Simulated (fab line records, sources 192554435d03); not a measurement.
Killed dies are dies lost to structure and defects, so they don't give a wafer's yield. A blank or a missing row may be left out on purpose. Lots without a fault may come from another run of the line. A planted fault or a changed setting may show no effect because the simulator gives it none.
Which tool did it? | flow n5_finfet | 8 lots, 24 wafers sampled, at 5 steps of a route of 1938

WHAT THE GAUGES READ, wafer by wafer
N5_BEOL_M0_OCD_MEAS_108. Usual: trench_depth_nm 32.9 nm, standard deviation 0.58.
lot  | measured     | on     | trench_depth_nm (nm) | flag
L717 | day 6 04:33  | ocd-01 | 33.1 33.3 32.1       |
L719 | day 6 23:44  | ocd-01 | 33.7 34.2 32.8       |
L729 | day 9 07:53  | ocd-02 | 33.0 33.2 32.8       |
L730 | day 9 11:27  | ocd-01 | 32.0 32.3 31.9       |
L734 | day 11 03:37 | ocd-01 | 32.2 33.4 33.3       |
L736 | day 11 10:04 | ocd-02 | 31.7 32.2 33.2       |
L737 | day 11 13:47 | ocd-02 | 32.8 33.2 32.5       |
L738 | day 11 15:03 | ocd-02 | 33.5 33.0 33.6       |

N5_BEOL_M4_RC_MEAS_101. Usual: DIBL_N 36.4 mV/V, standard deviation 1.4; DIBL_P 36.3 mV/V, standard deviation 1.5; IOFF_N 0.162 nA/um, standard deviation 0.023; IOFF_P 0.211 nA/um, standard deviation 0.027; ION_N 676 uA/um, standard deviation 9.7; ION_P 463 uA/um, standard deviation 6.4; SS_N 71.5 mV/dec, standard deviation 0.5; SS_P 73.3 mV/dec, standard deviation 0.6; VT_N 249.3 mV, standard deviation 2.5; VT_P -249.9 mV, standard deviation 2.8.
lot  | measured     | on        | DIBL_N (mV/V)  | DIBL_P (mV/V)  | IOFF_N (nA/um)    | IOFF_P (nA/um)    | ION_N (uA/um) | ION_P (uA/um) | SS_N (mV/dec)  | SS_P (mV/dec)  | VT_N (mV)         | VT_P (mV)            | flag
L717 | day 8 05:42  | prober-02 | 36.4 37.6 36.8 | 35.9 36.8 35.5 | 0.157 0.184 0.168 | 0.212 0.222 0.214 | 680 685 683   | 470 468 468   | 70.9 71.6 71.6 | 73.2 73.4 72.8 | 248.7 247.1 247.9 | -249.4 -247.8 -248.2 |
L719 | day 8 16:02  | prober-01 | 35.9 39.0 37.4 | 37.0 40.1 38.5 | 0.152 0.200 0.177 | 0.193 0.232 0.216 | 684 688 687   | 469 461 460   | 71.6 72.1 71.7 | 73.0 74.7 73.4 | 251.4 246.1 248.7 | -254.5 -250.3 -253.0 |
L729 | day 11 18:20 | prober-01 | 34.3 34.6 35.2 | 35.4 35.9 36.9 | 0.136 0.147 0.150 | 0.184 0.193 0.198 | 668 677 685   | 454 472 471   | 71.1 70.8 72.1 | 73.6 74.0 73.9 | 251.5 252.0 250.6 | -252.0 -252.7 -252.0 |
L730 | day 11 14:55 | prober-01 | 35.0 35.0 35.4 | 35.2 35.0 35.9 | 0.154 0.155 0.172 | 0.215 0.213 0.230 | 688 680 681   | 472 469 466   | 71.2 70.3 71.2 | 74.1 73.4 73.5 | 246.0 250.0 244.4 | -248.1 -248.0 -247.5 |
L734 | day 13 04:40 | prober-02 | 35.7 36.4 36.1 | 35.6 37.2 36.2 | 0.161 0.173 0.163 | 0.188 0.212 0.193 | 681 675 689   | 458 457 462   | 72.2 71.8 71.4 | 73.8 74.8 73.2 | 249.8 248.5 250.0 | -252.5 -249.4 -252.2 |
L736 | day 13 06:31 | prober-01 | 37.0 37.3 36.8 | 36.4 36.7 36.8 | 0.156 0.175 0.174 | 0.200 0.210 0.204 | 667 675 687   | 459 459 470   | 72.0 71.3 71.8 | 74.1 74.1 74.6 | 250.4 249.3 245.5 | -252.9 -251.6 -251.3 |
L737 | day 13 08:16 | prober-01 | 36.9 40.8 38.4 | 36.1 42.2 38.3 | 0.163 0.254 0.188 | 0.192 0.309 0.240 | 676 706 699   | 459 473 472   | 71.7 72.2 71.9 | 73.5 75.0 74.3 | 249.4 244.1 248.1 | -251.9 -243.8 -250.8 |
L738 | day 13 09:50 | prober-02 | 34.1 37.0 35.6 | 32.7 36.4 35.0 | 0.122 0.164 0.149 | 0.172 0.225 0.198 | 674 673 691   | 465 463 470   | 70.9 71.6 71.2 | 72.6 73.3 73.7 | 252.4 248.5 247.3 | -251.9 -248.6 -248.5 |

WHICH TOOL RAN EACH LOT (tool, then ch and the chambers of the sampled wafers, then the start)
lot  | N5_BEOL_M0_SAQP_ETCH_88            | N5_BEOL_M0_CUTY_ETCH_63            | N5_BEOL_M0_ETCH_138
L717 | rie_diel-01 ch 0,1,3, day 6 01:37  | rie_diel-02 ch 0,1, day 6 03:03    | rie_diel-02 ch 0,1, day 6 03:10
L719 | rie_diel-05 ch 1,3, day 6 21:09    | rie_diel-06 ch 2,3, day 6 22:28    | rie_diel-06 ch 2,3, day 6 22:35
L729 | rie_diel-05 ch 1,2,3, day 9 05:23  | rie_diel-06 ch 0,1,2, day 9 06:50  | rie_diel-06 ch 0,1,2, day 9 06:57
L730 | rie_diel-01 ch 0,1, day 9 08:22    | rie_diel-02 ch 1,2,3, day 9 09:46  | rie_diel-02 ch 1,2,3, day 9 09:53
L734 | rie_diel-05 ch 1,3, day 10 21:35   | rie_diel-04 ch 1,2,3, day 11 00:37 | rie_diel-04 ch 1,2,3, day 11 00:44
L736 | rie_diel-03 ch 0,1,2, day 11 02:07 | rie_diel-04 ch 1,2,3, day 11 04:01 | rie_diel-04 ch 1,2,3, day 11 04:08
L737 | rie_diel-05 ch 0,3, day 11 07:46   | rie_diel-04 ch 0,2, day 11 09:07   | rie_diel-04 ch 0,2, day 11 09:14
L738 | rie_diel-01 ch 0,1, day 11 12:36   | rie_diel-06 ch 1,2, day 11 14:21   | rie_diel-06 ch 1,2, day 11 14:28
- N5_BEOL_M0_SAQP_ETCH_88: etches underlayer in N2/H2, target depth 6.5 nm, time 5.2 s.
- N5_BEOL_M0_CUTY_ETCH_63: etches SOC in N2/H2, target depth 82.7 nm, overetch 16.5 nm, time 124 s.
- N5_BEOL_M0_ETCH_138: etches SiCN in CH3F/O2, target depth 12 nm, time 31.6 s.

WHAT THE TOOLS THEMSELVES READ (means of the sampled wafers that have a number; where no wafer has one, the mark that the record gives instead)
N5_BEOL_M0_SAQP_ETCH_88. Usual: drypump_motor_current_A 5.7 A, standard deviation 0.38; etch_rf_on_time_s 5.16 s, standard deviation 0.086; n2_flow_sccm 200.0 sccm, standard deviation 0.56; oes_product_au 0.68 a.u., standard deviation 0.066; rf_vpp_V 524.4 V, standard deviation 2; showerhead_plenum_p_Torr 2.55 Torr, standard deviation 0.05; throttle_valve_pct 17.8 %, standard deviation 0.33.
lot  | tool        | drypump_motor_current_A (A) | etch_rf_on_time_s (s) | n2_flow_sccm (sccm) | oes_product_au (a.u.) | rf_vpp_V (V) | showerhead_plenum_p_Torr (Torr) | throttle_valve_pct (%) | flag
L717 | rie_diel-01 | 5.5                         | 5.10                  | 200.0               | 0.67                  | 525.7        | 2.59                            | 17.8                   |
L719 | rie_diel-05 | 6.0                         | 5.18                  | 200.0               | 0.68                  | 525.1        | 2.55                            | 18.1                   |
L729 | rie_diel-05 | 5.5                         | 5.13                  | 200.6               | 0.70                  | 525.9        | 2.56                            | 17.9                   |
L730 | rie_diel-01 | 5.7                         | 5.24                  | 199.3               | 0.69                  | 523.5        | 2.56                            | 17.8                   |
L734 | rie_diel-05 | 5.7                         | 5.14                  | 199.6               | 0.65                  | 523.3        | 2.53                            | 18.2                   |
L736 | rie_diel-03 | 6.0                         | 5.25                  | 200.2               | 0.63                  | 524.6        | 2.54                            | 17.8                   |
L737 | rie_diel-05 | 5.6                         | 5.20                  | 200.3               | 0.60                  | 522.5        | 2.51                            | 18.2                   |
L738 | rie_diel-01 | 5.7                         | 5.16                  | 199.6               | 0.68                  | 525.2        | 2.56                            | 17.8                   |

N5_BEOL_M0_CUTY_ETCH_63. Usual: drypump_motor_current_A 5.6 A, standard deviation 0.5; n2_flow_sccm 200.0 sccm, standard deviation 0.69; oes_product_au 0.66 a.u., standard deviation 0.067; rf_vpp_V 524.1 V, standard deviation 1.8; showerhead_plenum_p_Torr 2.55 Torr, standard deviation 0.06; throttle_valve_pct 17.77 %, standard deviation 0.24.
lot  | tool        | drypump_motor_current_A (A) | n2_flow_sccm (sccm) | oes_product_au (a.u.) | rf_vpp_V (V) | showerhead_plenum_p_Torr (Torr) | throttle_valve_pct (%) | flag
L717 | rie_diel-02 | 6.1                         | 200.3               | 0.72                  | 522.0        | 2.47                            | 17.77                  |
L719 | rie_diel-06 | 5.7                         | 200.2               | 0.68                  | 522.3        | 2.50                            | 17.84                  |
L729 | rie_diel-06 | 5.7                         | 200.1               | 0.67                  | 523.4        | 2.53                            | 17.78                  |
L730 | rie_diel-02 | 5.8                         | 199.7               | 0.70                  | 524.7        | 2.58                            | 17.78                  |
L734 | rie_diel-04 | 5.4                         | 200.5               | 0.64                  | 523.7        | 2.54                            | 17.83                  |
L736 | rie_diel-04 | 5.4                         | 199.4               | 0.63                  | 524.8        | 2.54                            | 17.83                  |
L737 | rie_diel-04 | 5.9                         | 200.6               | 0.67                  | 525.3        | 2.57                            | 17.40                  |
L738 | rie_diel-06 | 5.8                         | 199.6               | 0.67                  | 523.1        | 2.51                            | 17.80                  |

N5_BEOL_M0_ETCH_138. Usual: drypump_motor_current_A 5.6 A, standard deviation 0.5; etch_rf_on_time_s 29.1 s, standard deviation 0.67; oes_product_au 0.69 a.u., standard deviation 0.073; rf_vpp_V 297.5 V, standard deviation 1.3; showerhead_plenum_p_Torr 2.01 Torr, standard deviation 0.049; throttle_valve_pct 16.25 %, standard deviation 0.2.
lot  | tool        | drypump_motor_current_A (A) | etch_rf_on_time_s (s) | oes_product_au (a.u.) | rf_vpp_V (V) | showerhead_plenum_p_Torr (Torr) | throttle_valve_pct (%) | flag
L717 | rie_diel-02 | 6.1                         | 29.7                  | 0.74                  | 295.9        | 1.94                            | 16.23                  |
L719 | rie_diel-06 | 5.7                         | 28.8                  | 0.70                  | 296.7        | 1.97                            | 16.29                  |
L729 | rie_diel-06 | 5.7                         | 34.4                  | 0.66                  | 297.1        | 1.99                            | 16.28                  | OFF
L730 | rie_diel-02 | 5.9                         | 28.9                  | 0.73                  | 298.3        | 2.02                            | 16.19                  |
L734 | rie_diel-04 | 5.3                         | 28.7                  | 0.67                  | 297.6        | 2.00                            | 16.30                  |
L736 | rie_diel-04 | 5.4                         | 28.7                  | 0.66                  | 297.1        | 2.00                            | 16.31                  |
L737 | rie_diel-04 | 5.9                         | 29.3                  | 0.70                  | 298.5        | 2.03                            | 15.97                  |
L738 | rie_diel-06 | 5.8                         | 29.1                  | 0.71                  | 297.6        | 1.98                            | 16.28                  |

THE ANSWER, worked out from the rows above alone
Rule: a lot is off if the mean of its wafers that have a number lies more than 3 standard deviations from the usual mean. A lot without any number at a reading at which 4 lots or more have one is off too. The other lots that the step has rows for count as sound. The gauges are gone through in route order, then the tools' own readings, and for those a lot's mean is taken as printed above. The first step at which some lot is off is used, and at that step the reading that is off furthest; a lot without a number counts as furthest.
Off: L729, at N5_BEOL_M0_ETCH_138 (etch_rf_on_time_s).
A tool fits if, at that step or a process step before it, it ran every lot that is off, and no sound lot after the first of them. None of those tried fits.

WHAT THE SIMULATOR HAD PUT IN
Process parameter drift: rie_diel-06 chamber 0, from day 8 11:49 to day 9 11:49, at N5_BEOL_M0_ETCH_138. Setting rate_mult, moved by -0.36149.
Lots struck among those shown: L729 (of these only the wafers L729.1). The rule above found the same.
